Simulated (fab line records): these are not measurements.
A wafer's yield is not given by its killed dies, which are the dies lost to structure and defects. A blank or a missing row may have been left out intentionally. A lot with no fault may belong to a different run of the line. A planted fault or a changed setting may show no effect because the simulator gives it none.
Split-lot trial / flow n5-finfet / route with 1938 steps; 7 lots, 39 wafers read

THE SPLIT ITSELF
At N5_HKMG_FIN_DEVELOP_11 (develop time 30 s), the setting develop-time-s was moved away from the recipe's 30 s on 18 of the 39 wafers read, by -58.3% to +55.3%. This setting was run at the recipe's value on the other wafers.

Split to reading: the file shows no intervening step.

THE READING
cd-nm (nm) at N5_HKMG_FIN_CD_MEAS_12, where the cd target is 92.8 nm. Fault-free wafers of this fab line usually give 91.9 nm, standard deviation 0.71 nm.

wafer=L074.1; tool, chamber at the split=litho-track-01, 0; develop-time-s as run, s=30; against the recipe=recipe; cd-nm, nm=92.2; against lot-mates on the recipe=-
wafer=L074.2; tool, chamber at the split=litho-track-01, 0; develop-time-s as run, s=39.49; against the recipe=+31.6%; cd-nm, nm=93.0; against lot-mates on the recipe=+1.3
wafer=L074.3; tool, chamber at the split=litho-track-01, 0; develop-time-s as run, s=30; against the recipe=recipe; cd-nm, nm=91.7; against lot-mates on the recipe=-
wafer=L074.4; tool, chamber at the split=litho-track-01, 0; develop-time-s as run, s=39.49; against the recipe=+31.6%; cd-nm, nm=93.1; against lot-mates on the recipe=+1.4
wafer=L074.5; tool, chamber at the split=litho-track-01, 0; develop-time-s as run, s=30; against the recipe=recipe; cd-nm, nm=91.3; against lot-mates on the recipe=-
wafer=L074.6; tool, chamber at the split=litho-track-01, 0; develop-time-s as run, s=39.49; against the recipe=+31.6%; cd-nm, nm=93.2; against lot-mates on the recipe=+1.5
wafer=L077.1; tool, chamber at the split=litho-track-04, 0; develop-time-s as run, s=30; against the recipe=recipe; cd-nm, nm=93.0; against lot-mates on the recipe=-
wafer=L077.2; tool, chamber at the split=litho-track-04, 0; develop-time-s as run, s=30; against the recipe=recipe; cd-nm, nm=92.6; against lot-mates on the recipe=-
wafer=L077.3; tool, chamber at the split=litho-track-04, 0; develop-time-s as run, s=18.07; against the recipe=-39.8%; cd-nm, nm=90.1; against lot-mates on the recipe=-2.5
wafer=L077.4; tool, chamber at the split=litho-track-04, 0; develop-time-s as run, s=18.07; against the recipe=-39.8%; cd-nm, nm=89.8; against lot-mates on the recipe=-2.8
wafer=L077.5; tool, chamber at the split=litho-track-04, 0; develop-time-s as run, s=18.07; against the recipe=-39.8%; cd-nm, nm=89.5; against lot-mates on the recipe=-3.1
wafer=L077.6; tool, chamber at the split=litho-track-04, 0; develop-time-s as run, s=30; against the recipe=recipe; cd-nm, nm=92.2; against lot-mates on the recipe=-
wafer=L081.1; tool, chamber at the split=litho-track-04, 0; develop-time-s as run, s=30; against the recipe=recipe; cd-nm, nm=92.5; against lot-mates on the recipe=-
wafer=L081.2; tool, chamber at the split=litho-track-04, 0; develop-time-s as run, s=30; against the recipe=recipe; cd-nm, nm=92.7; against lot-mates on the recipe=-
wafer=L081.3; tool, chamber at the split=litho-track-04, 0; develop-time-s as run, s=12.52; against the recipe=-58.3%; cd-nm, nm=87.0; against lot-mates on the recipe=-5.8
wafer=L081.4; tool, chamber at the split=litho-track-04, 0; develop-time-s as run, s=12.52; against the recipe=-58.3%; cd-nm, nm=87.0; against lot-mates on the recipe=-5.8
wafer=L081.5; tool, chamber at the split=litho-track-04, 0; develop-time-s as run, s=12.52; against the recipe=-58.3%; cd-nm, nm=87.5; against lot-mates on the recipe=-5.3
wafer=L081.6; tool, chamber at the split=litho-track-04, 0; develop-time-s as run, s=30; against the recipe=recipe; cd-nm, nm=93.3; against lot-mates on the recipe=-
wafer=L085.1; tool, chamber at the split=litho-track-05, 0; develop-time-s as run, s=42.92; against the recipe=+43.1%; cd-nm, nm=93.1; against lot-mates on the recipe=+1.3
wafer=L085.2; tool, chamber at the split=litho-track-05, 0; develop-time-s as run, s=42.92; against the recipe=+43.1%; cd-nm, nm=94.0; against lot-mates on the recipe=+2.2
wafer=L085.3; tool, chamber at the split=litho-track-05, 0; develop-time-s as run, s=30; against the recipe=recipe; cd-nm, nm=91.7; against lot-mates on the recipe=-
wafer=L085.4; tool, chamber at the split=litho-track-05, 0; develop-time-s as run, s=42.92; against the recipe=+43.1%; cd-nm, nm=93.1; against lot-mates on the recipe=+1.3
wafer=L085.5; tool, chamber at the split=litho-track-05, 0; develop-time-s as run, s=30; against the recipe=recipe; cd-nm, nm=91.7; against lot-mates on the recipe=-
wafer=L085.6; tool, chamber at the split=litho-track-05, 0; develop-time-s as run, s=30; against the recipe=recipe; cd-nm, nm=92.1; against lot-mates on the recipe=-
wafer=L088.2; tool, chamber at the split=litho-track-04, 0; develop-time-s as run, s=30; against the recipe=recipe; cd-nm, nm=92.9; against lot-mates on the recipe=-
wafer=L088.3; tool, chamber at the split=litho-track-04, 0; develop-time-s as run, s=30; against the recipe=recipe; cd-nm, nm=93.2; against lot-mates on the recipe=-
wafer=L088.6; tool, chamber at the split=litho-track-04, 0; develop-time-s as run, s=30; against the recipe=recipe; cd-nm, nm=92.3; against lot-mates on the recipe=-
wafer=L091.1; tool, chamber at the split=litho-track-05, 0; develop-time-s as run, s=46.6; against the recipe=+55.3%; cd-nm, nm=93.2; against lot-mates on the recipe=+1.6
wafer=L091.2; tool, chamber at the split=litho-track-05, 0; develop-time-s as run, s=46.6; against the recipe=+55.3%; cd-nm, nm=93.7; against lot-mates on the recipe=+2.1
wafer=L091.3; tool, chamber at the split=litho-track-05, 0; develop-time-s as run, s=46.6; against the recipe=+55.3%; cd-nm, nm=93.8; against lot-mates on the recipe=+2.2
wafer=L091.4; tool, chamber at the split=litho-track-05, 0; develop-time-s as run, s=30; against the recipe=recipe; cd-nm, nm=92.1; against lot-mates on the recipe=-
wafer=L091.5; tool, chamber at the split=litho-track-05, 0; develop-time-s as run, s=30; against the recipe=recipe; cd-nm, nm=91.8; against lot-mates on the recipe=-
wafer=L091.6; tool, chamber at the split=litho-track-05, 0; develop-time-s as run, s=30; against the recipe=recipe; cd-nm, nm=91.0; against lot-mates on the recipe=-
wafer=L094.1; tool, chamber at the split=litho-track-04, 0; develop-time-s as run, s=37.27; against the recipe=+24.2%; cd-nm, nm=93.8; against lot-mates on the recipe=+1.6
wafer=L094.2; tool, chamber at the split=litho-track-04, 0; develop-time-s as run, s=37.27; against the recipe=+24.2%; cd-nm, nm=93.8; against lot-mates on the recipe=+1.6
wafer=L094.3; tool, chamber at the split=litho-track-04, 0; develop-time-s as run, s=30; against the recipe=recipe; cd-nm, nm=92.6; against lot-mates on the recipe=-
wafer=L094.4; tool, chamber at the split=litho-track-04, 0; develop-time-s as run, s=37.27; against the recipe=+24.2%; cd-nm, nm=94.3; against lot-mates on the recipe=+2.1
wafer=L094.5; tool, chamber at the split=litho-track-04, 0; develop-time-s as run, s=30; against the recipe=recipe; cd-nm, nm=92.0; against lot-mates on the recipe=-
wafer=L094.6; tool, chamber at the split=litho-track-04, 0; develop-time-s as run, s=30; against the recipe=recipe; cd-nm, nm=92.1; against lot-mates on the recipe=-

THE FIT
A straight line over all 39 wafers: cd-nm changes by +0.053 nm for each +1% of develop-time-s; r = +0.88; the points scatter about the line by 0.87 nm.
The same after taking each lot's own level away (the mean of its wafers on the recipe; 39 wafers): +0.0631 nm for each +1%; r = +0.93; scatter 0.77 nm.
Per that fit: largest develop-time-s move, reading shift of 3.7 nm.
The span of the lots' own levels, 91.63 to 92.83 nm, comes to 1.7 times the standard deviation stated above.
In other words, the slope is changed by the lot-to-lot level; the two fits disagree.
Check: with one of the wafers moved furthest among these (-58.3%) left out of the fit, the line predicts -3.81 nm for it against its lot-mates. Against them it came out at -5.83 nm.

THE OTHER SPLITS THESE WAFERS WENT THROUGH
These wafers also went through other splits before the reading. Each is held against what the fit with the lots' levels taken away leaves over:
other split on the same wafers=N5_PMOS_HMC_CHANNEL_EPI_ETCH_38 target-depth-a; wafers away from the commonest value=15; r with cd-nm (lot level and that fit taken away)=+0.01
other split on the same wafers=N5_SPACER0_ALD_07 target-thk-a; wafers away from the commonest value=9; r with cd-nm (lot level and that fit taken away)=+0.21

FILE'S OWN FIT
cd-nm changes by +0.0611 nm for each +1% of develop-time-s, r = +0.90.
